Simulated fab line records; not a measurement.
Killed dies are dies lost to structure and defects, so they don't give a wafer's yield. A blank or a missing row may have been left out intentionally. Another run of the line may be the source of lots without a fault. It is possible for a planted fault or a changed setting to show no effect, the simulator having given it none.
Struck lot and sound lot, side by side -- flow n5-finfet -- 37 steps out of a route of 1938
Sound: wafers L243.3, L243.4, L243.5. Wafers struck: L236.1, L236.3, L236.4. The cause is given at the end.
At each step with rows: each side's tool, then ch and its chambers, then its first start. Under that, the readings that differ: sound wafers -- struck wafers -- difference of the means -- sigmas: that difference in standard deviations of wafers without a fault.
alike: readings whose means differ by less than 2 such deviations, and words and numbers that are the same on both sides. not compared: withheld readings, readings that some wafer has no value for, bounds like >300 that may hide the same value, and numbers for which the record gives no deviation and whose values overlap.
A row with sigmas, a row that says differs or no value, or rows on one side alone: a step with any of these is where the two part. Non-overlapping numbers with no deviation appear without sigmas and do not part them. A reading that every wafer of one side lacks parts them only if that side has two wafers or more.

first, 9 steps without rows for these wafers: N5_PMOS_HMC_CHANNEL_EPI_EXPOSE_06 (exposes mask PMOS HMC BLK, target cd 240 nm); N5_PMOS_HMC_CHANNEL_EPI_PEB_07 (peb time 60 s); N5_PMOS_HMC_CHANNEL_EPI_DEVELOP_08 (develop time 30 s); N5_PMOS_HMC_CHANNEL_EPI_DESCUM_14 (chemistry O2, time 7.9 s); N5_PMOS_HMC_CHANNEL_EPI_ETCH_32 (etches BARC in N2/H2, stops on SiO2, target depth 85.8 nm, time 50.3 s); N5_PMOS_HMC_CHANNEL_EPI_HM_OPEN_15 (chemistry CHF3/O2, target SiO2, target depth 40.6 nm, time 20.3 s); N5_PMOS_HMC_CHANNEL_EPI_STRIP_33 (strips in N2/H2); N5_PMOS_HMC_CHANNEL_EPI_STRIP_17 (strips in SPM, time 750 s); N5_PMOS_HMC_CHANNEL_EPI_ETCH_38 (etches SiO2 in CF4, target depth 1.5 nm).
N5_PMOS_HMC_CHANNEL_EPI_FIN_RECESS_16: chemistry HBr/Cl2, target Si, target depth 54 nm, time 18 s.
  sound on rie-si-05 ch 0,1,2, day 7 12:02; struck on rie-si-06 ch 0,1,2, day 5 17:37
  no value came back on the struck wafers for any of 5 readings (HBr_flow_sccm (sccm), bias-w (W) and others); on the sound wafers HBr_flow_sccm (sccm) reads 149.4 150.3 150.2
reading,sound,struck,difference,sigmas
model.SiO2_of_PMOS_HMC_CHANNEL_EPI_HM_DEP_34.thk-nm (nm),30.12 30.86 30.5,33.65 33.58 34.55,+3.43,
  not compared: rf-hours-counter-h
then, 1 step without rows for these wafers: N5_PMOS_HMC_CHANNEL_EPI_PRECLEAN_36 (cleans in O3/DIW, time 45 s).
N5_PMOS_HMC_CHANNEL_EPI_PRECLEAN_18: cleans in DHF, time 30 s.
  sound on wet-bench-01 ch 0,6,7, day 7 12:10; struck on wet-bench-01 ch 1,5,7, day 5 17:44
reading,sound,struck,difference,sigmas
model.SiO2_of_PMOS_HMC_CHANNEL_EPI_HM_DEP_34.thk-nm (nm),24.5 25.24 24.9,28.03 27.95 28.94,+3.43,
then, 5 steps without rows for these wafers: N5_PMOS_HMC_CHANNEL_EPI_SRD_19 (time 30 s); N5_PMOS_HMC_CHANNEL_EPI_EPI_20 (deposits SiGe30, target thk 59 nm); N5_PMOS_HMC_CHANNEL_EPI_HM_STRIP_35 (strips SiO2 in dHF, material SiO2, target depth 39.6 nm, time 216 s); N5_PMOS_HMC_CHANNEL_EPI_SRD_39 (time 30 s); N5_PMOS_HMC_CHANNEL_EPI_CMP_21 (polishes SiGe30, target thk 54 nm).
N5_PMOS_HMC_CHANNEL_EPI_THK_MEAS_22:
  sound: film-metro-01 at day 7 13:51; struck: film-metro-02 at day 5 19:25
reading,sound,struck,difference,sigmas
HMC_CMP_THK (nm),53.8 55.3 54.7,0.3 0.0 0.2,-54.4,-39
then, 17 steps without rows for these wafers: N5_PMOS_HMC_CHANNEL_EPI_PRECLEAN_40 (cleans in DHF, time 30 s); N5_PMOS_HMC_CHANNEL_EPI_PRECLEAN_37 (cleans in O3/DIW, time 45 s); N5_PMOS_HMC_CHANNEL_EPI_PRECLEAN_24 (cleans in DHF, time 30 s); N5_PMOS_HMC_CHANNEL_EPI_SRD_25 (time 30 s); N5_PMOS_HMC_CHANNEL_EPI_EPI_26 (deposits Si from SiH4/H2, target thk 3.8 nm, time 22.7 s); N5_FIN_SAQP_PRECLEAN_42 (cleans in O3/DIW, time 60 s); N5_FIN_SAQP_PRECLEAN_00 (cleans in SC1, time 60 s); N5_FIN_SAQP_PRECLEAN_44 (cleans in SC2, time 45 s); N5_FIN_SAQP_SRD_01 (time 30 s); N5_FIN_SAQP_ALD_61 (deposits SiO2, target thk 4 nm, pulse time 1 s, purge time 2 s); N5_FIN_SAQP_DENSIFY_62 (time 60 s); N5_FIN_SAQP_HM_DEP_03 (deposits SiNx from SiH4/NH3/N2, target thk 38 nm, time 33.6 s); N5_FIN_SAQP_PECVD_47 (deposits a-Si from SiH4/He, target thk 45 nm, time 36.3 s); N5_FIN_SAQP_PECVD_48 (deposits SiNx from SiH4/NH3/N2, target thk 25 nm, time 22.1 s); N5_FIN_SAQP_PECVD_06 (deposits a-Si from SiH4/He, target thk 60 nm, time 48.1 s); N5_FIN_SAQP_HM_DEP_72 (deposits SiO2 from SiH4/N2O, target thk 12 nm, time 7.2 s); N5_FIN_SAQP_COAT_49 (time 60 s, resist thk 100 nm).
N5_FIN_SAQP_OVL_MEAS_17:
  sound on overlay-02 ch 0, day 7 15:51; struck on overlay-02 ch 0, day 5 21:18
reading,sound,struck,difference,sigmas
FIN_CORE_OVL (nm),-1.1 0.0 -0.8,- - -,no value on the struck wafers,
after that, 1 step had no rows for these wafers: N5_PASSIVATION_PROBE_49.

## WHERE THEY PART
Last at N5_FIN_SAQP_OVL_MEAS_17 as far as this record goes, first at N5_PMOS_HMC_CHANNEL_EPI_FIN_RECESS_16.

WHY: whatever the simulator had introduced
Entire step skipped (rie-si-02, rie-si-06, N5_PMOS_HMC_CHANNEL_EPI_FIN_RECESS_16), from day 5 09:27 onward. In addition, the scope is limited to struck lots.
